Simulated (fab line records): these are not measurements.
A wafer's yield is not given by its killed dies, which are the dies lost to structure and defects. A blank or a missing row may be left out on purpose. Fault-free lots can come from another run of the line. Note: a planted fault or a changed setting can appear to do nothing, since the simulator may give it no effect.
fab line records | flow nand_harc
record: lots: 7 | wafers: 21 | last_day: 33
route steps=1302 shown A_CHANNEL_FILL_D1@515 A_DECK1_JOINT@518 END@1302
lots with no fault: from the same line, run without faults
start_h: the number of hours between the record's first day and the start of the first shown wafer of the lot | wait_h: hours from the lot's prior step to this one | " as in the row above | L1.1+2: a row that stands for several wafers | - no value, or no start given | * or withheld: withheld | < > ~ a bound
route shown NAME@n: NAME is a module with steps in the file, n the number in the route of the first one | usual: the fault-free wafers' mean and standard deviation | same: alike in all rows | chamber/n: place in a boat | sites: per-site readings | _std_site: standard deviation of those values | _edge_site: inner sites' mean taken away from outer sites' mean | radius_mm: for every site, how far away it sits from the centre of the wafer | mask NAME#n: copy n | behind: the tool/chamber that last shaped the wafer | hold: reason for holding the lot/hours on hold/outcome of the hold | device: which transistor (n, p or np) failed to switch | end of line: the same wafers' tests at the end of the route | a step given without rows: its recipe and nothing more | killed: the dies lost at the first sort to structure and to defects; this is not the yield of the wafer | map: shows each die of a wafer: x if killed, . if not, _ if none is there
set.NAME: the setting the step ran with; set.NAME@STEP: the setting that earlier step ran with | model.NAME: the simulator's own value behind a step, which no gauge read
certain route steps with their lots: each step a table, each wafer a row
services: from which hour (start_h, from the record's first day; less than 0 if before it) a tool's chamber was out of use, for how many hours, and why
== steps ==
step: NHARC_A_CHANNEL_FILL_D1_SRD_12
step: NHARC_A_CHANNEL_FILL_D1_INSPECT_13
usual: raw_defect_count: 274/89
lot.wafer | tool              | chamber | start_h | wait_h | raw_defect_count
L406.4    | defect_inspect-02 | -       | 274.32  | 0.0    | 241
L406.5    | "                 | -       | "       | "      | 168
L406.6    | "                 | -       | "       | "      | 297
L413.3    | defect_inspect-02 | -       | 341.41  | 0.0    | 342
L413.4    | "                 | -       | "       | "      | 253
L413.5    | "                 | -       | "       | "      | 462
L414.3    | defect_inspect-01 | -       | 355.14  | 0.0    | 284
L414.4    | "                 | -       | "       | "      | 351
L414.6    | "                 | -       | "       | "      | 330
L416.4    | defect_inspect-02 | -       | 379.38  | 0.0    | 213
L416.5    | "                 | -       | "       | "      | 236
L416.6    | "                 | -       | "       | "      | 216
L418.3    | defect_inspect-01 | -       | 397.64  | 0.0    | 202
L418.4    | "                 | -       | "       | "      | 197
L418.6    | "                 | -       | "       | "      | 471
L419.1    | defect_inspect-01 | -       | 415.40  | 0.0    | 214
L419.3    | "                 | -       | "       | "      | 243
L419.4    | "                 | -       | "       | "      | 231
L425.2    | defect_inspect-02 | -       | 463.81  | 0.0    | 164
L425.3    | "                 | -       | "       | "      | 195
L425.6    | "                 | -       | "       | "      | 378
step: NHARC_A_DECK1_JOINT_ETCHBACK_07
recipe: target_depth_a: 1050 | time_s: 26.9 | hbr_flow_sccm: 150 | rf_w: 350 | icp_w: 350 | bias_w: 60 | chemistry: HBr
usual: drypump_motor_current_A: 5.81/0.28 | oes_product_au: 0.994/0.01 | throttle_valve_pct: 23.265/0.0095
lot.wafer | tool      | chamber | start_h | wait_h | drypump_motor_current_A | oes_product_au | rf_hours_counter_h | throttle_valve_pct
L406.4    | rie_si-04 | 2       | 274.39  | 0.1    | 6.01                    | 1.005          | 0.7                | 23.258
L406.5    | "         | 1       | "       | "      | 6.32                    | 0.987          | -                  | 23.268
L406.6    | "         | 2       | "       | "      | 6.01                    | 1.000          | -                  | 23.254
L413.3    | rie_si-05 | 3       | 341.47  | 0.1    | 5.62                    | 0.975          | 0.3                | 23.280
L413.4    | "         | 1       | "       | "      | 5.97                    | 1.006          | 0.2                | 23.253
L413.5    | "         | 0       | "       | "      | 5.73                    | 0.994          | -                  | 23.276
L414.3    | rie_si-03 | 2       | 355.20  | 0.1    | 5.39                    | 0.982          | 0.8                | 23.285
L414.4    | "         | 1       | "       | "      | 5.72                    | 0.995          | 0.8                | 23.278
L414.6    | "         | 3       | "       | "      | 5.78                    | 0.980          | -                  | 23.253
L416.4    | rie_si-04 | 3       | 379.45  | 0.1    | 6.30                    | 0.990          | 0.1                | 23.260
L416.5    | "         | 2       | "       | "      | 6.02                    | 0.984          | -                  | 23.263
L416.6    | "         | 3       | "       | "      | 6.32                    | 0.989          | -                  | 23.251
L418.3    | rie_si-05 | 1       | 397.71  | 0.1    | 5.96                    | 1.004          | 0.5                | 23.261
L418.4    | "         | 2       | "       | "      | 6.28                    | 0.983          | 0.6                | 23.262
L418.6    | "         | 1       | "       | "      | 5.96                    | 1.014          | -                  | 23.255
L419.4    | rie_si-03 | 2       | 415.47  | 0.1    | 5.36                    | 0.997          | 0.0                | 23.269
L419.1    | "         | 3       | "       | "      | 5.78                    | 1.006          | 0.0                | 23.283
L419.3    | "         | 0       | "       | "      | 5.61                    | 0.989          | 0.0                | 23.249
L425.2    | rie_si-03 | 3       | 463.87  | 0.1    | 5.78                    | 1.015          | 0.3                | 23.262
L425.3    | "         | 1       | "       | "      | 5.74                    | 0.997          | 0.3                | 23.271
L425.6    | "         | 3       | "       | "      | 5.79                    | 1.006          | -                  | 23.259
step: NHARC_A_DECK1_JOINT_ETCH_25
recipe: target_depth_a: 5 | chemistry: dHF | material: SiO2
step: NHARC_A_DECK1_JOINT_ETCH_19
recipe: temp_c: 25 | target_depth_a: 30 | chemistry: TMAH | material: poly-Si
step: NHARC_A_DECK1_JOINT_ETCH_18
recipe: target_depth_a: 30 | chemistry: dHF | material: SiO2
step: NHARC_A_DECK1_JOINT_WET_08
recipe: temp_c: 160 | time_s: 86 | chemistry: H3PO4
step: NHARC_A_DECK1_JOINT_ETCH_09
recipe: target_depth_a: 50 | chemistry: dHF | material: SiO2
step: NHARC_A_DECK1_JOINT_WET_10
recipe: temp_c: 160 | time_s: 86 | chemistry: H3PO4
step: NHARC_A_DECK1_JOINT_ETCH_11
recipe: target_depth_a: 350 | chemistry: dHF | material: SiO2
step: NHARC_A_DECK1_JOINT_CVD_12
recipe: target_thk_a: 900 | temp_c: 620 | pressure_mtorr: 200 | time_s: 1800 | material: poly-Si
step: NHARC_A_DECK1_JOINT_CMP_13
recipe: target_thk_nm: 51.023
usual: edge_zone_pressure_frac: 1.000/0.005 | motor_current_A: 12.5/1.3 | time_to_endpoint_s: 8/3.1
lot.wafer | tool   | chamber | start_h | wait_h | edge_zone_pressure_frac | motor_current_A | time_to_endpoint_s
L406.4    | cmp-04 | 1       | 284.70  | 0.4    | 1.001                   | 15.8            | 5
L406.5    | "      | 1       | "       | "      | 0.990                   | 16.9            | 4
L406.6    | "      | 2       | "       | "      | 1.003                   | 12.3            | 9
L413.3    | cmp-03 | 2       | 351.90  | 0.4    | -                       | -               | -
L413.4    | "      | 3       | "       | "      | -                       | -               | -
L413.5    | "      | 2       | "       | "      | -                       | -               | -
L414.3    | cmp-04 | 3       | 365.62  | 0.4    | -                       | -               | -
L414.4    | "      | 0       | "       | "      | -                       | -               | -
L414.6    | "      | 1       | "       | "      | -                       | -               | -
L416.4    | cmp-04 | 2       | 389.82  | 0.4    | -                       | -               | -
L416.6    | "      | 3       | "       | "      | -                       | -               | -
L416.5    | "      | 0       | "       | "      | -                       | -               | -
L418.3    | cmp-03 | 0       | 408.34  | 0.4    | 0.999                   | 12.1            | 11
L418.4    | "      | 2       | "       | "      | 0.994                   | 12.5            | 14
L418.6    | "      | 0       | "       | "      | 0.999                   | 11.6            | 10
L419.1    | cmp-01 | 1       | 425.73  | 0.4    | 1.002                   | 11.6            | 11
L419.4    | "      | 2       | "       | "      | 0.999                   | 12.6            | 9
L419.3    | "      | 3       | "       | "      | 0.997                   | 12.6            | 7
L425.2    | cmp-01 | 0       | 475.41  | 0.4    | 0.999                   | 11.9            | 8
L425.3    | "      | 2       | "       | "      | 1.002                   | 12.6            | 8
L425.6    | "      | 3       | "       | "      | 1.001                   | 12.9            | 9
step: NHARC_A_DECK1_JOINT_THK_MEAS_14
recipe: thk_meas_gauge: ellipsometry
usual: thk_nm: 50.5/1.7
lot.wafer | tool          | chamber | start_h | wait_h | thk_nm
L406.4    | film_metro-01 | -       | 284.96  | 0.2    | 48.9
L406.5    | "             | -       | "       | "      | 49.4
L406.6    | "             | -       | "       | "      | 51.8
L413.3    | film_metro-02 | -       | 352.15  | 0.2    | 90.0
L413.4    | "             | -       | "       | "      | 90.3
L413.5    | "             | -       | "       | "      | 89.6
L414.3    | film_metro-02 | -       | 365.83  | 0.2    | 90.3
L414.4    | "             | -       | "       | "      | 89.2
L414.6    | "             | -       | "       | "      | 88.2
L416.4    | film_metro-01 | -       | 390.00  | 0.2    | 89.4
L416.5    | "             | -       | "       | "      | 88.1
L416.6    | "             | -       | "       | "      | 89.6
L418.3    | film_metro-02 | -       | 408.59  | 0.2    | 52.1
L418.4    | "             | -       | "       | "      | 52.4
L418.6    | "             | -       | "       | "      | 53.6
L419.1    | film_metro-01 | -       | 425.99  | 0.2    | 52.5
L419.3    | "             | -       | "       | "      | 49.8
L419.4    | "             | -       | "       | "      | 50.3
L425.2    | film_metro-02 | -       | 475.64  | 0.2    | 50.0
L425.3    | "             | -       | "       | "      | 51.4
L425.6    | "             | -       | "       | "      | 52.9
step: NHARC_A_DECK1_JOINT_SRD_04
step: NHARC_END_SORT_01
recipe: temp_c: 25
usual: killed_at_array: 56/20 | killed_at_other: 0.9/1.1 | killed_at_periphery: 3.7/3 | killed_dies: 61/21 | killed_open: 2.9/1.6 | killed_short: 2.6/1.4
same: gross_dies: 677
lot.wafer | tool      | chamber | start_h | wait_h | killed_at_array | killed_at_other | killed_at_periphery | killed_dies | killed_open | killed_short
L413.3    | prober-01 | 0       | 671.20  | 3.1    | 664             | 2               | 11                  | 677         | 4           | 4
L413.4    | prober-01 | 0       | 672.00  | 3.4    | 671             | 0               | 6                   | 677         | 4           | 3
L413.5    | prober-01 | 0       | 672.80  | 3.7    | 668             | 1               | 8                   | 677         | 0           | 3
L414.3    | prober-02 | 0       | 680.30  | 3.1    | 674             | 1               | 2                   | 677         | 3           | 0
L414.4    | prober-02 | 0       | 681.10  | 3.4    | 672             | 1               | 4                   | 677         | 3           | 3
L414.6    | prober-02 | 0       | 682.71  | 4.0    | 672             | 0               | 5                   | 677         | 4           | 3
L416.4    | prober-01 | 0       | 696.75  | 3.4    | 665             | 2               | 10                  | 677         | 3           | 6
L416.5    | prober-01 | 0       | 697.55  | 3.7    | 671             | 0               | 6                   | 677         | 6           | 2
L416.6    | prober-01 | 0       | 698.35  | 4.0    | 670             | 0               | 7                   | 677         | 4           | 3
killed by level:class
L413.3 A_DECK1_JOINT:area_cmp=588 A_CHANNEL_HOLE_D1:chamber_film_flake=31 A_SLIT:chamber_film_flake=24 A_CHANNEL_HOLE_D2:chamber_film_flake=5 P_STI:chamber_film_flake=3 P_GATE:chamber_film_flake=3 P_M0:chamber_film_flake=3 A_DECK1_JOINT:chamber_film_flake=3
L413.4 A_DECK1_JOINT:area_cmp=601 A_SLIT:chamber_film_flake=22 A_CHANNEL_HOLE_D1:chamber_film_flake=18 A_CHANNEL_HOLE_D2:chamber_film_flake=13 P_STI:chamber_film_flake=3 A_STAIRCASE:chamber_film_flake=3 P_M0:chamber_film_flake=2 A_CONTACT:chamber_film_flake=2
L413.5 A_DECK1_JOINT:area_cmp=588 A_SLIT:chamber_film_flake=33 A_CHANNEL_HOLE_D1:chamber_film_flake=19 A_CHANNEL_HOLE_D2:chamber_film_flake=13 P_STI:chamber_film_flake=4 P_M0:chamber_film_flake=3 A_CONTACT:chamber_film_flake=3 A_BLC:chamber_film_flake=3
L414.3 A_DECK1_JOINT:area_cmp=644 A_CHANNEL_HOLE_D1:chamber_film_flake=22 A_STAIRCASE:chamber_film_flake=3 A_CHANNEL_FILL_D1:chamber_film_flake=2 P_GATE:geometric_particle:open=1 A_CHANNEL_FILL_D1:geometric_particle:open=1 A_M0:geometric_particle:open=1 P_M2:chamber_film_flake=1
L414.4 A_DECK1_JOINT:area_cmp=616 A_CHANNEL_HOLE_D1:chamber_film_flake=38 A_CHANNEL_FILL_D2:chamber_film_flake=4 A_SLIT:chamber_film_flake=3 P_ZERO_WELL:chamber_film_flake=2 A_STAIRCASE:chamber_film_flake=2 P_GATE:geometric_particle:open=1 A_ONON_D1:geometric_particle:short=1
L414.6 A_DECK1_JOINT:area_cmp=630 A_CHANNEL_HOLE_D1:chamber_film_flake=27 A_CHANNEL_FILL_D1:chamber_film_flake=3 P_M2:chamber_film_flake=2 A_STAIRCASE:chamber_film_flake=2 A_WL_FILL:chamber_film_flake=2 P_GATE:geometric_particle:open=1 P_CONTACT:geometric_particle:open=1
L416.4 A_DECK1_JOINT:area_cmp=575 A_CHANNEL_HOLE_D1:chamber_film_flake=34 A_SLIT:chamber_film_flake=33 P_GATE:chamber_film_flake=7 A_DECK1_JOINT:chamber_film_flake=4 A_WL_FILL:chamber_film_flake=4 A_CONTACT:chamber_film_flake=4 A_WL_FILL:geometric_particle:short=2
L416.5 A_DECK1_JOINT:area_cmp=607 A_SLIT:chamber_film_flake=32 A_CHANNEL_HOLE_D1:chamber_film_flake=14 A_STAIRCASE:chamber_film_flake=4 P_GATE:chamber_film_flake=3 A_WL_FILL:chamber_film_flake=3 A_BLC:geometric_particle:open=2 A_CHANNEL_FILL_D2:chamber_film_flake=2
L416.6 A_DECK1_JOINT:area_cmp=597 A_SLIT:chamber_film_flake=27 A_CHANNEL_HOLE_D1:chamber_film_flake=27 P_GATE:chamber_film_flake=5 A_STAIRCASE:chamber_film_flake=4 A_ONON_D2:geometric_particle:short=2 A_CHANNEL_HOLE_D2:chamber_film_flake=2 A_WL_FILL:chamber_film_flake=2
map L413.3 (x killed, . not)
____________x____________
_________xxxxxxx_________
_______xxxxxxxxxxx_______
______xxxxxxxxxxxxx______
_____xxxxxxxxxxxxxxx_____
____xxxxxxxxxxxxxxxxx____
____xxxxxxxxxxxxxxxxx____
___xxxxxxxxxxxxxxxxxxx___
___xxxxxxxxxxxxxxxxxxx___
__xxxxxxxxxxxxxxxxxxxxx__
__xxxxxxxxxxxxxxxxxxxxx__
_xxxxxxxxxxxxxxxxxxxxxxx_
_xxxxxxxxxxxxxxxxxxxxxxx_
_xxxxxxxxxxxxxxxxxxxxxxx_
_xxxxxxxxxxxxxxxxxxxxxxx_
_xxxxxxxxxxxxxxxxxxxxxxx_
xxxxxxxxxxxxxxxxxxxxxxxxx
xxxxxxxxxxxxxxxxxxxxxxxxx
xxxxxxxxxxxxxxxxxxxxxxxxx
xxxxxxxxxxxxxxxxxxxxxxxxx
xxxxxxxxxxxxxxxxxxxxxxxxx
_xxxxxxxxxxxxxxxxxxxxxxx_
_xxxxxxxxxxxxxxxxxxxxxxx_
_xxxxxxxxxxxxxxxxxxxxxxx_
_xxxxxxxxxxxxxxxxxxxxxxx_
_xxxxxxxxxxxxxxxxxxxxxxx_
__xxxxxxxxxxxxxxxxxxxxx__
__xxxxxxxxxxxxxxxxxxxxx__
___xxxxxxxxxxxxxxxxxxx___
___xxxxxxxxxxxxxxxxxxx___
____xxxxxxxxxxxxxxxxx____
____xxxxxxxxxxxxxxxxx____
_____xxxxxxxxxxxxxxx_____
______xxxxxxxxxxxxx______
_______xxxxxxxxxxx_______
_________xxxxxxx_________
____________x____________
map L414.3 (x killed, . not)
____________x____________
_________xxxxxxx_________
_______xxxxxxxxxxx_______
______xxxxxxxxxxxxx______
_____xxxxxxxxxxxxxxx_____
____xxxxxxxxxxxxxxxxx____
____xxxxxxxxxxxxxxxxx____
___xxxxxxxxxxxxxxxxxxx___
___xxxxxxxxxxxxxxxxxxx___
__xxxxxxxxxxxxxxxxxxxxx__
__xxxxxxxxxxxxxxxxxxxxx__
_xxxxxxxxxxxxxxxxxxxxxxx_
_xxxxxxxxxxxxxxxxxxxxxxx_
_xxxxxxxxxxxxxxxxxxxxxxx_
_xxxxxxxxxxxxxxxxxxxxxxx_
_xxxxxxxxxxxxxxxxxxxxxxx_
xxxxxxxxxxxxxxxxxxxxxxxxx
xxxxxxxxxxxxxxxxxxxxxxxxx
xxxxxxxxxxxxxxxxxxxxxxxxx
xxxxxxxxxxxxxxxxxxxxxxxxx
xxxxxxxxxxxxxxxxxxxxxxxxx
_xxxxxxxxxxxxxxxxxxxxxxx_
_xxxxxxxxxxxxxxxxxxxxxxx_
_xxxxxxxxxxxxxxxxxxxxxxx_
_xxxxxxxxxxxxxxxxxxxxxxx_
_xxxxxxxxxxxxxxxxxxxxxxx_
__xxxxxxxxxxxxxxxxxxxxx__
__xxxxxxxxxxxxxxxxxxxxx__
___xxxxxxxxxxxxxxxxxxx___
___xxxxxxxxxxxxxxxxxxx___
____xxxxxxxxxxxxxxxxx____
____xxxxxxxxxxxxxxxxx____
_____xxxxxxxxxxxxxxx_____
______xxxxxxxxxxxxx______
_______xxxxxxxxxxx_______
_________xxxxxxx_________
____________x____________
== services ==
tool      | chamber | start_h | hours | kind
cmp-03    | -       | 260.00  | 4.0   | pm
rie_si-05 | 0       | 264.95  | 14.1  | repair
cmp-04    | -       | 267.03  | 0.7   | repair
cmp-01    | -       | 269.41  | 2.0   | repair
cmp-01    | -       | 275.09  | 4.0   | repair
cmp-01    | -       | 283.50  | 4.0   | pm
cmp-03    | -       | 294.65  | 6.3   | repair
rie_si-04 | -       | 297.68  | 0.2   | repair
rie_si-05 | -       | 305.00  | 9.0   | pm
cmp-04    | -       | 307.07  | 4.0   | pm
cmp-01    | -       | 320.28  | 0.6   | repair
rie_si-04 | 2       | 335.17  | 4.7   | repair
cmp-03    | -       | 337.40  | 0.4   | repair
rie_si-04 | -       | 342.00  | 9.0   | pm
cmp-04    | -       | 363.65  | 1.4   | repair
cmp-04    | -       | 390.93  | 1.0   | repair
cmp-04    | -       | 392.88  | 0.4   | repair
rie_si-03 | -       | 398.00  | 9.0   | pm
cmp-04    | -       | 405.07  | 4.0   | pm
cmp-04    | -       | 440.16  | 1.3   | repair
cmp-04    | -       | 454.43  | 0.6   | repair
cmp-04    | -       | 455.60  | 1.6   | repair
cmp-04    | -       | 458.49  | 4.1   | repair
cmp-04    | -       | 474.68  | 2.5   | repair
== key ==
first_sign: step: NHARC_A_DECK1_JOINT_CMP_13 | reading: tool_record | direction: missing
effect: step: NHARC_A_DECK1_JOINT_THK_MEAS_14 | reading: thk_nm | direction: up | sigmas: 22 | usual: 50.5 | struck: 89.4
effect: step: NHARC_END_SORT_01 | reading: killed_at_array | direction: up | sigmas: 30 | usual: 56 | struck: 670
more_kills_born_at: NHARC_A_DECK1_JOINT_CMP_13@cmp-04: 3669 | NHARC_A_DECK1_JOINT_CMP_13@cmp-03: 1777
met_at NHARC_A_DECK1_JOINT_CMP_13
struck_wafers L413.3,L413.4,L413.5,L414.3,L414.4,L414.6,L416.4,L416.5,L416.6
later_rows_left_out L413.3,L413.4,L413.5,L414.3,L414.4,L414.6,L416.4,L416.5,L416.6
tester_left_out L413,L414,L416
onset_between 284.70 351.90
fault: kind: skipped_step_whole | tool: cmp-03,cmp-04 | chamber: - | onset_h: 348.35 | steps: NHARC_A_DECK1_JOINT_CMP_13 | scope: struck_lots_only
tester_left_out: of these lots the tester's yield and bins aren't shown, on N5 and GAA mostly nor the transistor test; their killed dies are dies lost to structure and defects alone, not to doping, threshold or leakage, so they don't give the yield
later_rows_left_out: the simulator's readings of these wafers behind a module that went badly wrong aren't trusted and aren't shown, but for the sort
